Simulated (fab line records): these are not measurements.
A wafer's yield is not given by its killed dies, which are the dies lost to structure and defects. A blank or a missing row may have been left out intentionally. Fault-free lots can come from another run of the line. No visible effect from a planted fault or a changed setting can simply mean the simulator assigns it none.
Chamber matching | flow n5 finfet | N5_BEOL_M13_DEP_53 on pecvd-04 has 3 sister chambers
The step deposits SiCN from 3MS/NH3, target thk 50 nm, time 17.8 s. 22 wafers are shown with their chamber, then 11 later ones without.

## WAFERS PAIRED WITH THEIR CHAMBERS
wafer  | chamber | throttle valve pct (%) | showerhead plenum p Torr (Torr)
L078.3 | 2       | 16.7                   | 4.175
L078.5 | 2       | 16.7                   | 4.173
L078.6 | 0       | 17.2                   | 4.196
L080.1 | 2       | 16.9                   | 4.162
L080.2 | 0       | 17.0                   | 4.200
L080.3 | 1       | 18.7                   | 4.182
L082.4 | 0       | 17.2                   | 4.187
L082.5 | 1       | 18.6                   | 4.176
L082.6 | 2       | 16.8                   | 4.174
L079.2 | 1       | 18.6                   | 4.180
L079.3 | 0       | 17.1                   | 4.191
L079.6 | 0       | 17.0                   | 4.196
L087.1 | 2       | 17.0                   | 4.169
L087.4 | 0       | 17.6                   | 4.206
L087.5 | 2       | 17.0                   | 4.165
L088.1 | 2       | 17.0                   | 4.170
L088.3 | 0       | 17.2                   | 4.193
L088.6 | 2       | 17.1                   | 4.168
L090.2 | 0       | 17.4                   | 4.206
L090.4 | 0       | 17.4                   | 4.208
L090.6 | 1       | 18.6                   | 4.166
L093.2 | 2       | 17.2                   | 4.182

SIGNATURES, as means of the wafers listed above
reading                  | chamber 0 | chamber 1 | chamber 2 | scatter within a chamber
throttle valve pct       | 17.233    | 18.625    | 16.933    | 0.173
showerhead plenum p Torr | 4.19811   | 4.17600   | 4.17089   | 0.00676
Rule: distance of a wafer from a chamber = root of the sum over the readings of ((wafer's reading minus chamber's mean) / reading's scatter) squared. If the next closest chamber is less than 2 further off than the closest, the wafer can't be placed; otherwise it belongs to the closest. The scatter: take each reading less its chamber's mean, square it, sum over the shown wafers, divide by the number of wafers less the number of chambers, and take the root.

## WAFERS WHOSE CHAMBER IS MISSING
wafer  | throttle valve pct (%) | showerhead plenum p Torr (Torr)
L093.4 | 17.0                   | 4.214
L093.5 | 17.0                   | 4.177
L091.2 | 17.3                   | 4.169
L091.4 | 18.6                   | 4.171
L091.5 | 17.0                   | 4.165
L095.2 | 17.2                   | 4.164
L095.3 | 17.1                   | 4.193
L095.5 | 18.6                   | 4.176
L097.2 | 17.3                   | 4.175
L097.3 | 17.3                   | 4.190
L097.5 | 17.0                   | 4.169

## WHICH CHAMBER EACH ONE RAN IN
wafer  | from the rows above     | in truth
L093.4 | 0                       | 0
L093.5 | 2                       | 2
L091.2 | 2                       | 2
L091.4 | 1                       | 1
L091.5 | 2                       | 2
L095.2 | 2                       | 2
L095.3 | 0                       | 0
L095.5 | 1                       | 1
L097.2 | can't be placed: 2 or 0 | 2
L097.3 | 0                       | 0
L097.5 | 2                       | 2
Correct placement for 10 of the 11. Unplaceable from these rows: 1, with the true chamber sitting among the candidates in 1. Placed wrongly: 0.
